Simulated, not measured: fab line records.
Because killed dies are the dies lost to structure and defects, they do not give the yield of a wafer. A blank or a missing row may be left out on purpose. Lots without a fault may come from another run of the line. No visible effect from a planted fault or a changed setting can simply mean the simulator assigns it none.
Which tool was responsible? | flow nand harc | 24 lots, 72 wafers sampled, at 5 steps of a route of 1159

## WHAT EACH GAUGE READ, for each wafer
NHARC_A_CONTACT_CD_MEAS_15.
lot  | measured     | on        | cd nm (nm)
L074 | day 16 22:50 | cd sem-03 | 90.4 90.7 89.8
L077 | day 17 08:29 | cd sem-01 | 89.3 89.9 89.0
L075 | day 17 09:56 | cd sem-02 | 90.0 89.7 90.5
L076 | day 17 18:20 | cd sem-02 | 90.2 90.4 90.0
L078 | day 17 20:05 | cd sem-02 | 89.6 90.4 90.6
L080 | day 18 14:56 | cd sem-03 | 90.6 90.0 90.3
L079 | day 19 00:33 | cd sem-02 | 89.3 89.1 89.5
L081 | day 19 01:46 | cd sem-01 | 90.1 90.3 91.1
L083 | day 19 04:02 | cd sem-02 | 91.3 90.1 91.6
L084 | day 19 14:08 | cd sem-02 | 89.7 89.3 90.9
L082 | day 19 15:04 | cd sem-02 | 90.1 89.9 89.0
L087 | day 20 03:34 | cd sem-01 | 89.2 89.8 89.5
L085 | day 20 05:31 | cd sem-03 | 90.9 91.2 90.3
L089 | day 20 10:26 | cd sem-03 | 89.5 89.5 90.3
L086 | day 20 12:20 | cd sem-01 | 89.2 88.9 89.3
L090 | day 21 01:46 | cd sem-03 | 89.8 90.7 89.4
L088 | day 21 03:07 | cd sem-03 | 90.4 89.2 89.5
L091 | day 21 15:01 | cd sem-03 | 89.0 89.0 89.6
L092 | day 21 15:19 | cd sem-03 | 90.3 90.2 88.9
L094 | day 22 06:11 | cd sem-01 | 90.2 90.2 90.7
L093 | day 22 09:08 | cd sem-03 | 90.4 89.7 89.9
L095 | day 22 10:32 | cd sem-01 | 90.0 89.6 90.9
L096 | day 23 09:38 | cd sem-01 | 89.6 89.5 89.5
L097 | day 24 02:19 | cd sem-03 | 90.1 91.0 89.8

NHARC_A_BLC_OVL_MEAS_11.
lot  | measured     | on         | overlay x nm (nm) | overlay y nm (nm)
L074 | day 17 01:53 | overlay-01 | -0.4 -0.3 -0.6    | 0.2 -0.1 0.2
L077 | day 17 17:29 | overlay-02 | 1.2 0.6 0.6       | -0.5 -0.3 -0.3
L075 | day 17 18:08 | overlay-01 | -0.1 0.2 0.2      | -0.5 -0.5 -0.6
L076 | day 17 21:31 | overlay-01 | 0.1 0.4 0.3       | 0.4 1.2 0.1
L078 | day 17 23:12 | overlay-02 | -1.7 -1.5 -2.1    | 0.3 0.2 0.0
L080 | day 18 17:59 | overlay-02 | 0.0 1.1 0.1       | -0.6 -0.1 0.1
L079 | day 19 03:44 | overlay-02 | -1.5 -1.2 -1.6    | -0.6 -0.9 -1.2
L081 | day 19 09:40 | overlay-02 | -0.6 -0.5 -0.3    | 1.1 0.0 0.1
L083 | day 19 12:22 | overlay-01 | 0.3 0.8 0.2       | -0.3 0.5 0.4
L084 | day 19 18:10 | overlay-01 | 0.4 0.2 -0.2      | 1.0 1.1 0.8
L082 | day 19 19:04 | overlay-01 | 1.2 1.3 0.7       | -0.6 -0.8 -1.0
L087 | day 20 08:15 | overlay-01 | 0.0 -0.6 -0.5     | 1.1 1.1 1.7
L085 | day 20 09:08 | overlay-01 | 0.6 0.6 0.4       | 1.0 0.9 0.6
L089 | day 20 15:15 | overlay-02 | -0.4 -0.4 -1.1    | -0.1 -0.1 0.1
L086 | day 20 15:31 | overlay-01 | -0.2 0.4 0.1      | 1.4 0.0 0.7
L090 | day 21 11:49 | overlay-02 | 1.7 0.9 1.7       | 0.7 0.9 0.7
L088 | day 21 15:22 | overlay-01 | -0.3 -0.2 0.3     | -1.7 -1.1 -1.5
L091 | day 21 22:10 | overlay-02 | -0.3 -0.1 0.5     | -0.1 -0.1 0.1
L092 | day 21 22:45 | overlay-02 | 0.7 1.3 0.9       | 0.6 0.7 0.9
L094 | day 22 09:31 | overlay-02 | 1.7 1.1 1.0       | 0.3 0.0 0.1
L093 | day 22 12:07 | overlay-02 | 0.8 1.4 1.4       | 0.0 -0.3 -1.1
L095 | day 22 20:59 | overlay-02 | -0.5 -0.4 -0.4    | -0.9 -0.7 -0.3
L096 | day 23 13:13 | overlay-01 | 0.1 0.0 -0.2      | -0.6 0.2 0.3
L097 | day 24 12:45 | overlay-01 | 0.2 0.5 0.3       | -0.5 0.0 -0.3

NHARC_A_BLC_INSPECT_12.
lot  | measured     | on                | raw defect count
L074 | day 17 01:56 | defect inspect-01 | 27 27 24
L077 | day 17 17:32 | defect inspect-01 | 18 16 18
L075 | day 17 18:10 | defect inspect-01 | 9 14 10
L076 | day 17 21:33 | defect inspect-01 | 31 26 39
L078 | day 17 23:14 | defect inspect-02 | 20 29 32
L080 | day 18 18:01 | defect inspect-02 | 18 16 21
L079 | day 19 03:46 | defect inspect-02 | 32 37 24
L081 | day 19 09:42 | defect inspect-02 | 32 29 18
L083 | day 19 12:23 | defect inspect-01 | 38 26 30
L084 | day 19 18:13 | defect inspect-02 | 11 9 10
L082 | day 19 19:07 | defect inspect-02 | 29 31 34
L087 | day 20 08:17 | defect inspect-02 | 14 8 8
L085 | day 20 09:11 | defect inspect-01 | 28 26 29
L089 | day 20 15:17 | defect inspect-02 | 45 36 28
L086 | day 20 15:33 | defect inspect-01 | 48 45 49
L090 | day 21 11:52 | defect inspect-01 | 50 49 42
L088 | day 21 15:24 | defect inspect-02 | 29 42 34
L091 | day 21 22:12 | defect inspect-02 | 20 16 11
L092 | day 21 22:47 | defect inspect-02 | 60 72 57
L094 | day 22 09:33 | defect inspect-02 | 69 61 62
L093 | day 22 12:08 | defect inspect-02 | 24 30 28
L095 | day 22 21:01 | defect inspect-02 | 59 41 52
L096 | day 23 13:15 | defect inspect-02 | 19 25 24
L097 | day 24 12:47 | defect inspect-01 | 25 29 27

## TOOL THAT RAN EACH LOT (tool first, then ch and the chambers of the sampled wafers, then the start)
lot  | NHARC_A_CONTACT_ETCH_134             | NHARC_A_CONTACT_ETCH_136
L074 | har cap etch-02 ch 0,1, day 16 21:34 | har cap etch-02 ch 0,1, day 16 21:52
L077 | har cap etch-03 ch 0,1, day 17 06:52 | har cap etch-03 ch 0,1, day 17 07:17
L075 | har cap etch-01 ch 0,1, day 17 08:40 | har cap etch-01 ch 0,1, day 17 08:58
L076 | har cap etch-02 ch 0,1, day 17 17:00 | har cap etch-02 ch 0,1, day 17 17:19
L078 | har cap etch-01 ch 0,1, day 17 18:44 | har cap etch-01 ch 0,1, day 17 19:04
L080 | har cap etch-01 ch 0,1, day 18 13:21 | har cap etch-01 ch 0,1, day 18 13:46
L079 | har cap etch-03 ch 0,1, day 18 23:13 | har cap etch-03 ch 0,1, day 18 23:32
L081 | har cap etch-01 ch 0,1, day 19 00:23 | har cap etch-01 ch 0,1, day 19 00:41
L083 | har cap etch-03 ch 0,1, day 19 02:46 | har cap etch-03 ch 0,1, day 19 03:04
L084 | har cap etch-02 ch 0,1, day 19 12:49 | har cap etch-02 ch 0,1, day 19 13:08
L082 | har cap etch-01 ch 0,1, day 19 13:50 | har cap etch-01 ch 0,1, day 19 14:07
L087 | har cap etch-02 ch 0,1, day 20 02:16 | har cap etch-02 ch 0,1, day 20 02:34
L085 | har cap etch-01 ch 0,1, day 20 04:12 | har cap etch-01 ch 0,1, day 20 04:31
L089 | har cap etch-01 ch 0,1, day 20 08:56 | har cap etch-01 ch 0,1, day 20 09:15
L086 | har cap etch-01 ch 0,1, day 20 10:58 | har cap etch-01 ch 0,1, day 20 11:17
L090 | har cap etch-03 ch 0,1, day 21 00:28 | har cap etch-03 ch 0,1, day 21 00:47
L088 | har cap etch-01 ch 0,1, day 21 01:49 | har cap etch-01 ch 0,1, day 21 02:08
L091 | har cap etch-02 ch 0,1, day 21 13:38 | har cap etch-02 ch 0,1, day 21 13:58
L092 | har cap etch-03 ch 0,1, day 21 14:02 | har cap etch-03 ch 0,1, day 21 14:20
L094 | har cap etch-03 ch 0,1, day 22 04:52 | har cap etch-03 ch 0,1, day 22 05:11
L093 | har cap etch-02 ch 0,1, day 22 07:31 | har cap etch-02 ch 0,1, day 22 07:56
L095 | har cap etch-01 ch 1, day 22 09:14   | har cap etch-01 ch 1, day 22 09:33
L096 | har cap etch-01 ch 0,1, day 23 08:19 | har cap etch-01 ch 0,1, day 23 08:38
L097 | har cap etch-01 ch 0,1, day 24 00:59 | har cap etch-01 ch 0,1, day 24 01:18
- NHARC_A_CONTACT_ETCH_134: etches the open film in C4F8/O2/Ar, time 140 s, target depth 700 nm.
- NHARC_A_CONTACT_ETCH_136: etches the open film in C4F8/O2/Ar, time 132 s, target depth 1287 nm.

## AS READ BY THE TOOLS THEMSELVES (means over the sampled wafers that have a number; for cases with no such wafer, the mark the record gives instead)
The record holds no such reading with a usual standard deviation.

## THE ANSWER, worked out from the rows above alone
Rule: usual is defined by the lots themselves. The widest of any qualifying gaps counts: lots, ordered by their means at a reading, are off when they make up no more than a third of the lots, leave a main group of 4 or more, and stand apart from it by 3 or more times the standard deviation of that group's means. A main group is skipped when, at the precision printed for the reading in the tables above, its means are all equal. A lot without any number at a reading at which 4 lots or more have one is off too. The other lots that the step has rows for count as sound. First the gauges in route order, then the tools' own readings, where a lot's mean is used as printed above. The first step at which some lot is off is used, and at that step the reading that is off furthest; a lot without a number counts as furthest.
No lot is off at any reading shown: from this, nothing can be told.

## WHAT WAS PUT IN BY THE SIMULATOR
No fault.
